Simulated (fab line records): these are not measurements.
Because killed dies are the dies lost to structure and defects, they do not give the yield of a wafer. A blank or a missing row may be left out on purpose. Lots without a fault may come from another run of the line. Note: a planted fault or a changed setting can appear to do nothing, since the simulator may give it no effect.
Matching of chambers + flow nandHarc + 3 sister chambers for NHARC_A_SGD_CUT_DEP_00 on pecvd-02
The step deposits SiNx, target thk 50 nm. 24 wafers are shown with their chamber, then 12 later ones without.

## WAFERS, EACH WITH ITS CHAMBER
| wafer  | chamber | heaterPowerW (W) |
|--------|---------|------------------|
| L084.3 | 1       | 516              |
| L084.5 | 0       | 593              |
| L084.6 | 1       | 539              |
| L087.1 | 2       | 741              |
| L087.4 | 1       | 604              |
| L087.5 | 0       | 662              |
| L087.2 | 1       | 603              |
| L087.3 | 0       | 656              |
| L087.6 | 2       | 749              |
| L086.1 | 1       | 614              |
| L086.2 | 0       | 577              |
| L086.4 | 2       | 797              |
| L086.3 | 2       | 751              |
| L086.5 | 0       | 578              |
| L086.6 | 1       | 623              |
| L085.1 | 0       | 650              |
| L085.4 | 1       | 610              |
| L085.6 | 2       | 654              |
| L088.2 | 1       | 555              |
| L088.4 | 0       | 620              |
| L088.5 | 2       | 783              |
| L092.2 | 0       | 577              |
| L092.3 | 2       | 771              |
| L092.6 | 0       | 584              |

SIGNATURES (means of the wafers above)
| reading      | chamber 0 | chamber 1 | chamber 2 | scatter within a chamber |
|--------------|-----------|-----------|-----------|--------------------------|
| heaterPowerW | 610.78    | 583.00    | 749.43    | 40.9                     |
Rule: for each reading, subtract the chamber's mean from the wafer's reading, divide by that reading's scatter and square the result; add these up over the readings and take the root, which gives the wafer's distance from the chamber. If the next closest chamber is less than 2 further off than the closest, the wafer can't be placed; otherwise it belongs to the closest. How the scatter is found: for the shown wafers, subtract from each reading the mean of its chamber, square and add these, divide the total by (wafers less chambers), then take the root.

## WAFERS WHOSE CHAMBER IS MISSING
| wafer  | heaterPowerW (W) |
|--------|------------------|
| L095.1 | 540              |
| L095.2 | 643              |
| L095.3 | 661              |
| L093.1 | 737              |
| L093.3 | 646              |
| L093.4 | 743              |
| L096.2 | 626              |
| L096.5 | 621              |
| L096.6 | 629              |
| L097.1 | 613              |
| L097.3 | 730              |
| L097.5 | 612              |

## THE CHAMBER EACH PASSED THROUGH
| wafer  | from the rows above          | in truth |
|--------|------------------------------|----------|
| L095.1 | can't be placed: 1 or 0      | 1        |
| L095.2 | can't be placed: 0 or 1 or 2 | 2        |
| L095.3 | can't be placed: 0 or 1 or 2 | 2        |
| L093.1 | 2                            | 2        |
| L093.3 | can't be placed: 0 or 1 or 2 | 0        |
| L093.4 | 2                            | 2        |
| L096.2 | can't be placed: 0 or 1      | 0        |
| L096.5 | can't be placed: 0 or 1      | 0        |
| L096.6 | can't be placed: 0 or 1      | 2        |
| L097.1 | can't be placed: 0 or 1      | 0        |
| L097.3 | 2                            | 2        |
| L097.5 | can't be placed: 0 or 1      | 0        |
Correctly placed: 3 of 12. Unplaceable from these rows: 9, with the true chamber sitting among the candidates in 8. Wrongly placed: 0.
